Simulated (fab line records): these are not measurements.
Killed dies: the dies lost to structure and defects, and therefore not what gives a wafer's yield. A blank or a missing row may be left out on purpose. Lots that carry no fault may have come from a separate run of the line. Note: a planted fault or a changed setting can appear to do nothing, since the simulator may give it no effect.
Chamber matching + flow nand_harc + NHARC_A_M0_DESCUM_14 on rie_diel-10 has 4 sister chambers
The step chemistry O2, time 3 s. 4 wafers are shown with their chamber, then 9 later ones without.

## WAFERS PAIRED WITH THEIR CHAMBERS
| wafer  | chamber | drypump_motor_current_A (A) |
|--------|---------|-----------------------------|
| L080.3 | 2       | 6.4                         |
| L084.1 | 3       | 5.0                         |
| L084.4 | 1       | 5.6                         |
| L084.5 | 0       | 5.0                         |

## WAFERS WITH NO CHAMBER GIVEN
| wafer  | drypump_motor_current_A (A) |
|--------|-----------------------------|
| L088.4 | 5.6                         |
| L088.5 | 5.0                         |
| L088.6 | 6.4                         |
| L095.2 | 6.4                         |
| L095.4 | 4.9                         |
| L095.6 | 6.4                         |
| L092.2 | 4.9                         |
| L092.3 | 6.4                         |
| L092.6 | 5.0                         |

## THE CHAMBER EACH PASSED THROUGH
| wafer  | from the rows above     | in truth |
|--------|-------------------------|----------|
| L088.4 | 1                       | 1        |
| L088.5 | can't be placed: 0 or 3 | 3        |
| L088.6 | 2                       | 2        |
| L095.2 | 2                       | 2        |
| L095.4 | can't be placed: 0 or 3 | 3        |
| L095.6 | 2                       | 2        |
| L092.2 | can't be placed: 0 or 3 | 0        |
| L092.3 | 2                       | 2        |
| L092.6 | can't be placed: 0 or 3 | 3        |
Placed correctly: 5 of 9. Unplaceable from these rows: 4, with the true chamber sitting among the candidates in 4. Wrongly placed: 0.
How it was worked out, from the rows above alone: a wafer's distance from a chamber is the root of the sum, over the readings, of the square of ((its reading less the chamber's mean) divided by the reading's scatter). The wafer belongs to the nearest chamber; if the next one is less than 2 further off, it can't be placed. Each chamber's mean is taken over the wafers shown for it. The scatter: with one shown wafer a chamber, the root of the mean of the squares of how far each hidden wafer lies from its nearest shown one.
